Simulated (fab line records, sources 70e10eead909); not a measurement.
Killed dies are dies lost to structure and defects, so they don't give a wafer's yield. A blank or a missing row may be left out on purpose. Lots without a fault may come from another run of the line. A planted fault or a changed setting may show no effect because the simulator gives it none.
Which tool did it? | flow nand_harc | 10 lots, 30 wafers sampled, at 6 steps of a route of 1302

WHAT THE GAUGES READ, wafer by wafer
NHARC_P_M2_CD_MEAS_09: target cd 170 nm. Usual: cd_nm 170.3 nm, standard deviation 0.73.
lot  | measured     | on        | cd_nm (nm)                          | flag
L355 | day 6 10:56  | cd_sem-02 | 170.3 171.0 170.5                   |
L356 | day 6 21:58  | cd_sem-03 | 169.9 170.5 170.2                   |
L359 | day 8 14:24  | cd_sem-02 | 170.6 170.9 170.6                   |
L362 | day 9 17:47  | cd_sem-02 | 170.6 170.5 170.6                   |
L364 | day 10 05:08 | cd_sem-01 | 154.2 154.3 154.8 154.3 154.3 154.4 | OFF
L367 | day 11 04:01 | cd_sem-01 | 155.1 154.5 154.7 154.9 154.3 154.9 | OFF
L374 | day 14 05:25 | cd_sem-03 | 169.6 170.0 168.7                   |
L375 | day 15 02:04 | cd_sem-02 | 169.5 168.9 168.3                   |
L376 | day 15 03:53 | cd_sem-03 | 169.6 170.1 170.8                   |
L377 | day 15 18:20 | cd_sem-01 | 170.2 170.1 170.4                   |

NHARC_END_SORT_01. Usual: defect_limited_yield 91.4 %, standard deviation 2.7; killed_at_array 53, standard deviation 18; killed_at_other 0.8, standard deviation 1.1; killed_at_periphery 4.1, standard deviation 2.7; killed_dies 58, standard deviation 18; killed_open 3.1, standard deviation 1.7; killed_short 2.7, standard deviation 1.7; sort_bin_2_pct 3.0 %, standard deviation 1.2; sort_bin_3_pct 0.6 %, standard deviation 0.37; sort_bin_4_pct 4.9 %, standard deviation 1.5; sort_n_pass 619, standard deviation 18; sort_rim_yield_pct 91 %, standard deviation 4.1; sort_yield_pct 91.4 %, standard deviation 2.7.
lot  | measured     | on        | defect_limited_yield (%) | killed_at_array | killed_at_other | killed_at_periphery | killed_dies | killed_open | killed_short | sort_bin_2_pct (%) | sort_bin_3_pct (%) | sort_bin_4_pct (%) | sort_n_pass | sort_rim_yield_pct (%) | sort_yield_pct (%) | flag
L355 | day 24 22:18 | prober-01 | 91.0 89.2 92.9           | 56 62 38        | 1 1 0           | 4 10 10             | 61 73 48    | 2 1 7       | 1 4 2        | 3.5 4.6 2.4        | 0.7 1.3 1.0        | 4.7 4.9 3.7        | 616 604 629 | 89 97 86               | 91.0 89.2 92.9     |
L362 | day 28 03:37 | prober-02 | 94.8 96.0 96.0           | 32 17 21        | 0 1 1           | 3 9 5               | 35 27 27    | 1 4 2       | 4 2 1        | 1.0 0.4 1.5        | 0.1 0.1 0.1        | 4.0 3.4 2.4        | 642 650 650 | 97 91 96               | 94.8 96.0 96.0     |
L364 | day 28 12:13 | prober-02 | 93.4 93.1 90.4           | 36 39 56        | 1 0 0           | 8 8 9               | 45 47 65    | 4 5 5       | 3 0 4        | 2.2 3.0 3.4        | 0.7 0.1 0.6        | 3.7 3.8 5.6        | 632 630 612 | 87 92 91               | 93.4 93.1 90.4     |
L367 | day 28 22:02 | prober-01 | 90.1 91.1 90.3           | 62 55 59        | 0 0 0           | 5 5 7               | 67 60 66    | 3 5 4       | 1 2 2        | 4.6 4.1 3.4        | 0.7 0.4 0.6        | 4.6 4.3 5.8        | 610 617 611 | 85 89 89               | 90.1 91.1 90.3     |
L374 | day 32 08:52 | prober-01 | 86.0 89.4 89.1           | 89 71 70        | 1 0 0           | 5 1 4               | 95 72 74    | 1 4 3       | 0 2 1        | 4.7 4.1 3.1        | 0.7 0.6 0.9        | 8.6 5.9 6.9        | 582 605 603 | 86 81 83               | 86.0 89.4 89.1     |

WHICH TOOL RAN EACH LOT (tool, then ch and the chambers of the sampled wafers, then the start)
lot  | NHARC_P_M1_STRIP_18                | NHARC_P_M2_PEB_07                 | NHARC_P_M2_ETCH_28                            | NHARC_P_M2_DEGAS_29
L355 | rie_diel-11 ch 0,1, day 6 07:21    | litho_track-04 ch 0, day 6 10:51  | rie_diel-04 ch 0,1, day 6 12:08 or earlier    | pvd_sputter-03, day 6 12:08
L356 | rie_diel-08 ch 0,1,3, day 6 17:52  | litho_track-01 ch 0, day 6 21:53  | rie_diel-09 ch 1,3, day 6 23:32 or earlier    | pvd_sputter-01, day 6 23:32
L359 | rie_diel-08 ch 1,2, day 8 10:43    | litho_track-04 ch 0, day 8 14:19  | rie_diel-01 ch 0,1,3, day 8 15:38 or earlier  | pvd_sputter-02, day 8 15:38
L362 | rie_diel-08 ch 0,3, day 9 14:14    | litho_track-01 ch 0, day 9 17:42  | rie_diel-04 ch 1,2,3, day 9 18:59 or earlier  | pvd_sputter-03, day 9 18:59
L364 | rie_diel-08 ch 1,2, day 10 01:27   | litho_track-01 ch 0, day 10 05:03 | rie_diel-01 ch 1,2,3, day 10 09:43 or earlier | pvd_sputter-01, day 10 09:43
L367 | rie_diel-07 ch 1,2,3, day 11 00:37 | litho_track-01 ch 0, day 11 03:55 | rie_diel-01 ch 2,3, day 11 11:34 or earlier   | pvd_sputter-03, day 11 11:34
L374 | rie_diel-08 ch 1,3, day 14 01:48   | litho_track-06 ch 0, day 14 05:20 | rie_diel-09 ch 0,1,2, day 14 06:37 or earlier | pvd_sputter-03, day 14 06:37
L375 | rie_diel-08 ch 0,1,3, day 14 22:29 | litho_track-06 ch 0, day 15 02:00 | rie_diel-01 ch 0,2,3, day 15 03:17 or earlier | pvd_sputter-01, day 15 03:17
L376 | rie_diel-08 ch 0,1,3, day 15 00:19 | litho_track-01 ch 0, day 15 03:49 | rie_diel-09 ch 0,2,3, day 15 05:09 or earlier | pvd_sputter-03, day 15 05:09
L377 | rie_diel-08 ch 0,2, day 15 14:43   | litho_track-04 ch 0, day 15 18:15 | rie_diel-01 ch 1,2,3, day 15 19:32 or earlier | pvd_sputter-02, day 15 19:32
- NHARC_P_M1_STRIP_18: strips in N2/H2.
- NHARC_P_M2_PEB_07: peb time 65 s.
- NHARC_P_M2_ETCH_28: etches the open film in CF4/N2, target depth 30 nm, time 72.99 s.
- NHARC_P_M2_DEGAS_29: time 60 s.

WHAT THE TOOLS THEMSELVES READ (means of the sampled wafers that have a number; where no wafer has one, the mark that the record gives instead)
NHARC_P_M1_STRIP_18. Usual: drypump_motor_current_A 5.8 A, standard deviation 0.49; oes_product_au 0.998 a.u., standard deviation 0.009; rf_vpp_V 90.8 V, standard deviation 1.1; showerhead_plenum_p_Torr 2.04 Torr, standard deviation 0.11; throttle_valve_pct 14.173 %, standard deviation 0.0097.
lot  | tool        | drypump_motor_current_A (A) | oes_product_au (a.u.) | rf_vpp_V (V) | showerhead_plenum_p_Torr (Torr) | throttle_valve_pct (%) | flag
L355 | rie_diel-11 | 6.0                         | 0.995                 | 89.5         | 1.98                            | 14.169                 |
L356 | rie_diel-08 | 5.5                         | 1.013                 | 90.5         | 2.07                            | 14.170                 |
L359 | rie_diel-08 | 6.0                         | 0.994                 | 90.4         | 2.08                            | 14.175                 |
L362 | rie_diel-08 | 5.8                         | 0.994                 | 90.9         | 2.06                            | 14.178                 |
L364 | rie_diel-08 | 6.0                         | 0.987                 | 91.1         | 2.08                            | 14.174                 |
L367 | rie_diel-07 | 5.8                         | 0.998                 | 90.6         | 2.05                            | 14.185                 |
L374 | rie_diel-08 | 5.6                         | 1.002                 | 90.4         | 1.98                            | 14.172                 |
L375 | rie_diel-08 | 5.5                         | 1.004                 | 91.5         | 2.07                            | 14.168                 |
L376 | rie_diel-08 | 5.5                         | 1.002                 | 90.6         | 2.07                            | 14.175                 |
L377 | rie_diel-08 | 6.0                         | 1.006                 | 90.8         | 2.11                            | 14.175                 |

NHARC_P_M2_PEB_07. Usual: heater_power_total_W 156.7 W, standard deviation 0.41; resist_line_temp_C 22.97 C, standard deviation 0.1.
lot  | tool           | heater_power_total_W (W) | resist_line_temp_C (C) | flag
L355 | litho_track-04 | 156.9                    | 23.01                  |
L356 | litho_track-01 | 156.7                    | 23.01                  |
L359 | litho_track-04 | 157.0                    | 22.95                  |
L362 | litho_track-01 | 156.6                    | 22.95                  |
L364 | litho_track-01 | 197.7                    | 22.93                  | OFF
L367 | litho_track-01 | 197.9                    | 23.10                  | OFF
L374 | litho_track-06 | 156.6                    | 23.10                  |
L375 | litho_track-06 | 156.5                    | 23.07                  |
L376 | litho_track-01 | 156.7                    | 22.84                  |
L377 | litho_track-04 | 156.7                    | 22.98                  |

NHARC_P_M2_ETCH_28. Usual: drypump_motor_current_A 5.6 A, standard deviation 0.52; oes_product_au 0.999 a.u., standard deviation 0.012; rf_vpp_V 313.6 V, standard deviation 2; showerhead_plenum_p_Torr 2.60 Torr, standard deviation 0.11; throttle_valve_pct 19.795 %, standard deviation 0.0088.
lot  | tool        | drypump_motor_current_A (A) | oes_product_au (a.u.) | rf_vpp_V (V) | showerhead_plenum_p_Torr (Torr) | throttle_valve_pct (%) | flag
L355 | rie_diel-04 | 5.7                         | 0.999                 | 314.7        | 2.67                            | 19.795                 |
L356 | rie_diel-09 | 5.4                         | 1.003                 | 312.5        | 2.54                            | 19.798                 |
L359 | rie_diel-01 | 6.1                         | 1.006                 | 314.6        | 2.66                            | 19.795                 |
L362 | rie_diel-04 | 5.5                         | 0.985                 | 312.3        | 2.51                            | 19.802                 |
L364 | rie_diel-01 | 6.0                         | 1.004                 | 315.0        | 2.68                            | 19.786                 |
L367 | rie_diel-01 | 5.8                         | 1.000                 | 314.0        | 2.64                            | 19.799                 |
L374 | rie_diel-09 | 5.2                         | 0.986                 | 312.2        | 2.56                            | 19.795                 |
L375 | rie_diel-01 | 5.9                         | 1.006                 | 313.1        | 2.62                            | 19.796                 |
L376 | rie_diel-09 | 5.5                         | 0.995                 | 314.0        | 2.59                            | 19.801                 |
L377 | rie_diel-01 | 5.9                         | 1.014                 | 315.3        | 2.68                            | 19.791                 |

NHARC_P_M2_DEGAS_29. Usual: heater_power_w 343 W, standard deviation 48.
lot  | tool           | heater_power_w (W) | flag
L355 | pvd_sputter-03 | 364                |
L356 | pvd_sputter-01 | 267                |
L359 | pvd_sputter-02 | 334                |
L362 | pvd_sputter-03 | 355                |
L364 | pvd_sputter-01 | 287                |
L367 | pvd_sputter-03 | 347                |
L374 | pvd_sputter-03 | 370                |
L375 | pvd_sputter-01 | 290                |
L376 | pvd_sputter-03 | 366                |
L377 | pvd_sputter-02 | 365                |

THE ANSWER, worked out from the rows above alone
Rule: a lot is off if the mean of its wafers that have a number lies more than 3 standard deviations from the usual mean. A lot without any number at a reading at which 4 lots or more have one is off too. The other lots that the step has rows for count as sound. The gauges are gone through in route order, then the tools' own readings, and for those a lot's mean is taken as printed above. The first step at which some lot is off is used, and at that step the reading that is off furthest; a lot without a number counts as furthest.
Off: L364, L367, at NHARC_P_M2_CD_MEAS_09 (cd_nm).
A tool fits if, at a process step before that reading, it ran every lot that is off, and no sound lot after the first of them. The gauges at NHARC_P_M2_CD_MEAS_09 aren't tried: what is off there is off at NHARC_P_M2_PEB_07 too, on other tools, and a gauge's error can't cause that. None of those tried fits.

WHAT THE SIMULATOR HAD PUT IN
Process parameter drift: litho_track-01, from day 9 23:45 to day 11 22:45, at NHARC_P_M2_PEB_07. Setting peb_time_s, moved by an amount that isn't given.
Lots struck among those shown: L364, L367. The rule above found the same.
